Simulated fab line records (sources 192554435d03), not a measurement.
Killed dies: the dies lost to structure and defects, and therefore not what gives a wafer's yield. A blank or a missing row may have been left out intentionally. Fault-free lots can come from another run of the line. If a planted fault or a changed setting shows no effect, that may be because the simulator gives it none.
fab line records -- flow n5Finfet
record: lots: 12, wafers: 36, lastDay: 18
route steps=1938 shown HKMG_FIN@457 PASSIVATION@1910
lots untouched by any fault: they come from a run of this same line in which no faults occurred
startH: start of the lot's first displayed wafer, in hours after the record's first day -- waitH: how many hours have passed since the lot's step before this one -- " the same as in the row above -- L1.1+2: several wafers, shown together as one row -- - either no value or no given start -- * or withheld: withheld -- < > ~ a bound
route shown NAME@n: NAME is a module with steps in the file, n the number in the route of the first one -- usual: mean/standard deviation of fault-free wafers -- same: alike in all rows -- chamber/n: place in a boat -- sites: per-site readings -- _std_site: their standard deviation -- _edge_site: inner sites' mean taken away from outer sites' mean -- radiusMm: how far each site lies from the wafer's centre -- mask NAME#n: copy n -- behind: the most recent tool/chamber to have shaped the wafer -- hold: why the lot was held/for how many hours/how that ended -- device: which transistor (n, p or np) failed to switch -- end of line: the route-end tests of the same wafers -- a step given without rows: its recipe and nothing more -- killed: the dies lost at the first sort to structure and to defects; this is not the yield of the wafer -- map: a wafer's dies, x killed, . not, _ none there
set.NAME: the run value of the setting; set.NAME@STEP: its run value at that earlier step -- model.NAME: the simulator's own value behind a step, which no gauge read
the route's steps for a sample of lots (tables are steps, rows are wafers)
services: a tool's chamber out of use, with start hour (startH, from the record's first day; less than 0 if before it), hours out, and reason
== steps ==
step: N5_HKMG_FIN_ALD_72
recipe: material: W, targetThkA: 20, tempC: 300, pressureTorr: 7.5, aldPrecursorFamily: WF6, aldCoReactant: B2H6, pulseTimeS: 1, purgeTimeS: 2, coReactantPurgeTimeS: 2, coReactantPulseTimeS: 3, aldCycles: 7
usual: heaterPowerW: 504/38, precursorPulseHeightRel: 1.000/0.022
same: coReactantPurgeTimeS: 2
lot.wafer,tool,chamber,startH,waitH,heaterPowerW,precursorPulseHeightRel
L326.2,cvdW-01,1,89.08,0.2,503,1.000
L326.4,cvdW-01,1,89.08,0.2,508,0.984
L326.5,cvdW-01,1,89.08,0.2,514,1.026
L327.3,cvdW-01,0,90.53,0.2,450,0.995
L327.4,cvdW-01,1,90.53,0.2,512,0.999
L327.6,cvdW-01,1,90.53,0.2,499,0.990
L329.1,cvdW-02,0,103.30,0.2,538,1.017
L329.3,cvdW-02,1,103.30,0.2,550,0.991
L329.5,cvdW-02,0,103.30,0.2,520,1.006
L330.1,cvdW-02,1,110.20,0.2,532,1.017
L330.2,cvdW-02,0,110.20,0.2,525,1.013
L330.6,cvdW-02,1,110.20,0.2,520,1.000
L333.2,cvdW-02,0,126.20,0.2,527,1.003
L333.3,cvdW-02,1,126.20,0.2,523,0.988
L333.4,cvdW-02,0,126.20,0.2,529,1.012
L334.1,cvdW-02,0,131.76,0.2,530,1.043
L334.2,cvdW-02,1,131.76,0.2,531,1.028
L334.4,cvdW-02,0,131.76,0.2,546,0.961
L335.1,cvdW-02,1,138.32,0.2,528,1.008
L335.2,cvdW-02,0,138.32,0.2,524,0.979
L335.4,cvdW-02,1,138.32,0.2,540,0.993
L336.2,cvdW-01,0,149.62,0.2,450,1.021
L336.4,cvdW-01,1,149.62,0.2,510,0.991
L336.6,cvdW-01,1,149.62,0.2,506,1.013
L338.1,cvdW-02,0,164.39,0.2,538,0.977
L338.2,cvdW-02,1,164.39,0.2,539,1.041
L338.3,cvdW-02,1,164.39,0.2,539,1.037
L339.2,cvdW-01,1,168.31,0.2,522,1.028
L339.3,cvdW-01,0,168.31,0.2,460,1.011
L339.5,cvdW-01,0,168.31,0.2,449,1.019
L345.3,cvdW-01,0,204.41,0.2,443,1.007
L345.4,cvdW-01,1,204.41,0.2,510,0.992
L345.5,cvdW-01,0,204.41,0.2,447,0.994
L346.2,cvdW-02,0,208.02,0.2,536,1.032
L346.5,cvdW-02,1,208.02,0.2,547,1.028
L346.6,cvdW-02,0,208.02,0.2,541,0.993
step: N5_PASSIVATION_ETCH_59
recipe: chemistry: Cl2/BCl3, target: TaN, targetDepthA: 650, timeS: 34.9, ionEnergyEv: 100, pressureMtorr: 10, icpW: 900, biasW: 100, Cl2_flow_sccm: 60, bcl3FlowSccm: 30
usual: drypumpMotorCurrentA: 5.8/0.33, oesProductAu: 0.83/0.072, throttleValvePct: 21.07/0.19
lot.wafer,tool,chamber,startH,waitH,drypumpMotorCurrentA,oesProductAu,rfHoursCounterH,throttleValvePct
L327.3,rieMetal-01,0,250.95,0.2,5.8,0.94,-,21.23
L327.4,rieMetal-01,1,250.95,0.2,5.1,0.79,-,21.11
L327.6,rieMetal-01,0,250.95,0.2,5.8,0.94,-,21.26
L326.2,rieMetal-03,1,254.11,0.3,6.1,0.99,2,20.98
L326.4,rieMetal-03,0,254.11,0.3,6.0,0.81,-,21.19
L326.5,rieMetal-03,1,254.11,0.3,6.1,0.98,-,20.96
L329.1,rieMetal-02,1,261.53,0.3,5.7,0.88,15,21.02
L329.3,rieMetal-02,0,261.53,0.3,5.9,0.78,-,20.66
L329.5,rieMetal-02,0,261.53,0.3,5.9,0.76,-,20.66
L330.1,rieMetal-02,1,268.28,0.3,5.6,0.87,16,21.03
L330.2,rieMetal-02,0,268.28,0.3,5.9,0.77,41,20.69
L330.6,rieMetal-02,0,268.28,0.3,5.9,0.76,-,20.68
L333.2,rieMetal-03,0,274.30,0.3,6.0,0.80,29,21.21
L333.3,rieMetal-03,1,274.30,0.3,6.1,0.97,-,20.96
L333.4,rieMetal-03,0,274.30,0.3,6.0,0.80,-,21.21
L334.1,rieMetal-01,0,290.86,0.3,5.8,0.90,4,21.24
L334.2,rieMetal-01,1,290.86,0.3,5.1,0.76,43,21.13
L334.4,rieMetal-01,0,290.86,0.3,5.8,0.89,-,21.26
L335.1,rieMetal-02,1,291.07,0.3,5.6,0.86,18,21.06
L335.2,rieMetal-02,0,291.07,0.3,5.9,0.77,43,20.69
L335.4,rieMetal-02,1,291.07,0.3,5.7,0.85,-,21.06
L339.2,rieMetal-01,0,371.59,0.3,5.8,0.87,9,21.28
L339.3,rieMetal-01,1,371.59,0.3,5.1,0.76,-,21.13
L339.5,rieMetal-01,1,371.59,0.3,5.1,0.76,-,21.12
L346.2,rieMetal-03,1,387.82,0.3,6.2,0.93,11,20.95
L346.5,rieMetal-03,0,387.82,0.3,6.0,0.79,-,21.19
L346.6,rieMetal-03,1,387.82,0.3,6.2,0.93,-,20.94
L345.3,rieMetal-01,1,391.64,0.2,5.1,0.74,-,21.17
L345.4,rieMetal-01,0,391.64,0.2,5.8,0.84,-,21.30
L345.5,rieMetal-01,1,391.64,0.2,5.2,0.74,-,21.15
L336.2,rieMetal-02,1,398.11,0.3,5.6,0.83,25,21.08
L336.4,rieMetal-02,1,398.11,0.3,5.7,0.84,-,21.06
L336.6,rieMetal-02,1,398.11,0.3,5.6,0.82,-,21.07
L338.1,rieMetal-03,0,437.85,0.3,6.0,0.78,40,21.21
L338.2,rieMetal-03,1,437.85,0.3,6.1,0.90,15,20.97
L338.3,rieMetal-03,1,437.85,0.3,6.1,0.91,-,20.92
step: N5_PASSIVATION_PECVD_35
recipe: material: SiNx, targetThkA: 7000, tempC: 400, precursor: SiH4/NH3/N2, pressureTorr: 4.9, rfW: 1406, timeS: 151.3
usual: heaterPowerW: 368/120, showerheadPlenumPTorr: 8.69/0.089, throttleValvePct: 29.5/2
lot.wafer,tool,chamber,startH,waitH,heaterPowerW,showerheadPlenumPTorr,throttleValvePct
L327.3,pecvd-04,1,251.69,0.1,311,8.79,28.8
L327.4,pecvd-04,1,251.69,0.1,342,8.74,29.1
L327.6,pecvd-04,2,251.69,0.1,262,8.60,26.0
L326.2,pecvd-01,0,254.88,0.1,388,8.79,33.0
L326.4,pecvd-01,1,254.88,0.1,306,8.70,30.4
L326.5,pecvd-01,0,254.88,0.1,429,8.82,33.0
L329.1,pecvd-04,1,262.36,0.1,272,8.76,28.9
L329.3,pecvd-04,0,262.36,0.1,321,8.74,30.6
L329.5,pecvd-04,1,262.36,0.1,324,8.78,28.8
L330.1,pecvd-03,0,269.01,0.1,423,8.77,30.7
L330.2,pecvd-03,1,269.01,0.1,356,8.66,30.6
L330.6,pecvd-03,2,269.01,0.1,446,8.64,30.0
L333.2,pecvd-01,1,275.03,0.1,349,8.70,30.3
L333.3,pecvd-01,0,275.03,0.1,451,8.80,32.9
L333.4,pecvd-01,2,275.03,0.1,673,8.52,27.7
L334.1,pecvd-01,2,291.60,0.1,727,8.52,27.6
L334.2,pecvd-01,0,291.60,0.1,404,8.83,33.0
L334.4,pecvd-01,1,291.60,0.1,259,8.71,30.4
L335.1,pecvd-04,0,291.80,0.1,251,8.76,31.0
L335.2,pecvd-04,1,291.80,0.1,246,8.78,29.1
L335.4,pecvd-04,0,291.80,0.1,303,8.71,30.8
L339.2,pecvd-04,2,372.32,0.1,218,8.59,26.7
L339.3,pecvd-04,0,372.32,0.1,370,8.74,31.5
L339.5,pecvd-04,2,372.32,0.1,248,8.59,26.5
L346.2,pecvd-01,2,388.64,0.1,759,8.52,28.0
L346.5,pecvd-01,2,388.64,0.1,658,8.52,28.2
L346.6,pecvd-01,0,388.64,0.1,376,8.85,33.0
L345.3,pecvd-04,1,392.37,0.1,349,8.75,29.3
L345.4,pecvd-04,2,392.37,0.1,221,8.58,27.0
L345.5,pecvd-04,0,392.37,0.1,359,8.73,31.5
L336.2,pecvd-04,2,398.84,0.1,240,8.59,27.0
L336.4,pecvd-04,1,398.84,0.1,374,8.77,29.1
L336.6,pecvd-04,2,398.84,0.1,261,8.58,26.9
L338.1,pecvd-01,0,438.57,0.1,381,8.80,33.0
L338.2,pecvd-01,1,438.57,0.1,375,8.71,30.5
L338.3,pecvd-01,2,438.57,0.1,726,8.52,28.4
step: N5_PASSIVATION_PROBE_49
usual: defectLimitedYield: 91.0/1.5, killed_at_M0_to_M3: 32/9.6, killed_at_M4_up: 13/4.7, killedAtContacts: 13/7.2, killedAtFrontEnd: 44/13, killedAtOther: 4/3.4, killedDies: 106/18, killedOpen: 70/13, killedShort: 35/8, sort_bin_5_function: 5.3/0.97, sort_bin_6_memory: 3.4/0.73, sort_bin_8_speed: 0.00/0.036, sortNPass: 1074/18, sortYieldPct: 91.0/1.5
same: grossDies: 1180, killedAtBackSide: 0, sort_bin_4_leakage[%]: 0
lot.wafer,tool,chamber,startH,waitH,defectLimitedYield[%],killed_at_M0_to_M3,killed_at_M4_up,killedAtContacts,killedAtFrontEnd,killedAtOther,killedDies,killedOpen,killedShort,sort_bin_5_function[%],sort_bin_6_memory[%],sort_bin_8_speed[%],sortNPass,sortYieldPct[%]
L346.2,prober-02,-,392.72,0.1,80.2,44,11,10,166,3,234,86,39,11.8,6.4,0,946,80.2
L346.5,prober-02,-,392.87,0.2,91.0,37,11,9,42,7,106,70,32,5.7,2.7,0,1074,91.0
L346.6,prober-02,-,392.92,0.3,81.4,35,10,9,162,4,220,67,41,11.6,5.1,0,960,81.4
L336.2,prober-01,-,402.45,0.1,87.9,35,13,5,90,0,143,104,37,8.1,3.6,0,1037,87.9
L336.4,prober-01,-,402.55,0.2,88.1,29,18,7,87,0,141,98,40,7.4,4.2,0,1039,88.1
L336.6,prober-01,-,402.65,0.3,87.6,50,13,13,70,0,146,99,44,6.5,4.9,0,1034,87.6
L338.1,prober-01,-,442.27,0.0,90.1,38,19,12,33,15,117,81,34,5.5,3.8,0,1063,90.1
L338.2,prober-01,-,442.32,0.1,92.7,24,16,4,35,7,86,59,23,3.9,3.3,0,1094,92.7
L338.3,prober-01,-,442.37,0.1,93.2,25,7,6,39,3,80,54,25,4.0,2.3,0,1100,93.2
killed by level:class
L346.2 HKMG_FIN:unspecified=106 STI_FIN_REVEAL:geometricParticle:open=19 BEOL_M2:geometricParticle:open=14 FIN_SAQP:geometricParticle:short=11 BEOL_M3:geometricParticle:open=10 FIN_SAQP:geometricParticle:open=9 MOL_CONTACT_COAG:geometricParticle:open=7 BEOL_M0_SAQP:geometricParticle:open=5
L346.5 STI_FIN_REVEAL:geometricParticle:open=10 BEOL_M0_SAQP:geometricParticle:open=10 FIN_SAQP:geometricParticle:open=9 BEOL_M0_SAQP:geometricParticle:short=9 BEOL_M3:geometricParticle:open=7 BEOL_M4:geometricParticle:open=7 FIN_SAQP:geometricParticle:short=6 MOL_CONTACT_COAG:geometricParticle:open=6
L346.6 HKMG_FIN:unspecified=112 STI_FIN_REVEAL:geometricParticle:open=15 FIN_SAQP:geometricParticle:short=10 FIN_SAQP:geometricParticle:open=9 BEOL_M0_SAQP:geometricParticle:short=9 BEOL_M1:geometricParticle:open=8 MOL_CONTACT_COAG:geometricParticle:open=6 BEOL_M3:geometricParticle:open=6
L336.2 FIN_SAQP:geometricParticle:open=30 STI_FIN_REVEAL:geometricParticle:open=18 BEOL_M0_SAQP:geometricParticle:open=16 FIN_SAQP:geometricParticle:short=12 BEOL_M1:geometricParticle:open=9 BEOL_M4:geometricParticle:open=7 DUMMY_GATE:geometricParticle:open=5 BEOL_M0_SAQP:geometricParticle:short=5
L336.4 FIN_SAQP:geometricParticle:open=19 DUMMY_GATE:geometricParticle:open=17 STI_FIN_REVEAL:geometricParticle:open=15 FIN_SAQP:geometricParticle:short=14 BEOL_M4:geometricParticle:open=10 BEOL_M0_SAQP:geometricParticle:open=9 GATE_CUT:geometricParticle:short=5 BEOL_M0_SAQP:geometricParticle:short=5
L336.6 STI_FIN_REVEAL:geometricParticle:open=21 BEOL_M0_SAQP:geometricParticle:short=19 FIN_SAQP:geometricParticle:open=17 BEOL_M0_SAQP:geometricParticle:open=13 MOL_CONTACT_COAG:geometricParticle:open=11 FIN_SAQP:geometricParticle:short=8 BEOL_M4:geometricParticle:open=8 BEOL_M1:geometricParticle:open=6
L338.1 BEOL_M1:geometricParticle:open=15 FIN_SAQP:geometricParticle:open=13 MOL_CONTACT_COAG:geometricParticle:open=9 BEOL_M0_SAQP:geometricParticle:short=7 BEOL_M3:geometricParticle:open=7 BEOL_M5:geometricParticle:open=7 PASS1_CAP:geometricParticle:open=6 FIN_SAQP:geometricParticle:short=5
L338.2 FIN_SAQP:geometricParticle:open=7 DUMMY_GATE:geometricParticle:open=7 BEOL_M3:geometricParticle:open=7 BEOL_M0_SAQP:geometricParticle:short=5 BEOL_M1:geometricParticle:open=5 FIN_SAQP:geometricParticle:short=4 STI_FIN_REVEAL:geometricParticle:open=4 MOL_CONTACT_COAG:geometricParticle:open=4
L338.3 FIN_SAQP:geometricParticle:open=10 STI_FIN_REVEAL:geometricParticle:open=5 BEOL_M1:geometricParticle:open=5 BEOL_M2:geometricParticle:open=5 STARTING-WAFER:geometricParticle:open=5 MOL_CONTACT_COAG:geometricParticle:open=4 FIN_SAQP:geometricParticle:short=3 DUMMY_GATE:geometricParticle:open=3
== services ==
tool,chamber,startH,hours,kind
cvdW-01,0,66.46,11.5,repair
pecvd-01,-,68.86,5.5,pm
rieMetal-01,-,127.81,0.4,repair
pecvd-04,0,128.16,4.9,repair
rieMetal-01,1,141.82,15.0,repair
rieMetal-02,-,144.10,1.1,repair
pecvd-01,-,157.17,2.1,repair
rieMetal-02,-,165.01,0.2,repair
cvdW-02,-,184.94,1.7,repair
cvdW-01,1,191.69,9.3,repair
rieMetal-03,1,192.54,5.3,repair
cvdW-02,0,199.00,2.3,repair
rieMetal-03,-,204.44,0.5,repair
cvdW-01,-,204.53,2.5,repair
rieMetal-02,-,205.98,2.8,pm
cvdW-02,1,274.13,6.5,repair
pecvd-04,2,301.30,3.7,repair
cvdW-02,0,310.42,12.9,repair
cvdW-02,-,318.00,14.0,pm
pecvd-01,2,319.35,3.9,repair
pecvd-01,0,353.90,7.0,repair
pecvd-01,1,380.68,10.6,repair
pecvd-01,1,401.37,4.0,repair
cvdW-01,-,404.97,14.6,pm
== key ==
firstSign: step: N5_PASSIVATION_PROBE_49, reading: killedAtFrontEnd, direction: up, sigmas: 8.9, usual: 44, struck: 164
effect: step: N5_PASSIVATION_PROBE_49, reading: killedDies, direction: up, sigmas: 6.7, usual: 106, struck: 227
moreKillsBornAt: N5_HKMG_FIN_ALD_72@cvdW-02: 218
metAt N5_HKMG_FIN_ALD_72
struckLots L346
struckWafers L346.2,L346.6
notActingAt N5_PASSIVATION_ETCH_59,N5_PASSIVATION_PECVD_35
onsetBetween 164.39 208.02
fault: kind: chamberParticleSource, tool: cvdW-02, chamber: 0, onsetH: 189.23, steps: N5_HKMG_FIN_ALD_72, ratePerVisitCm2: 0.5755, endH: 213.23
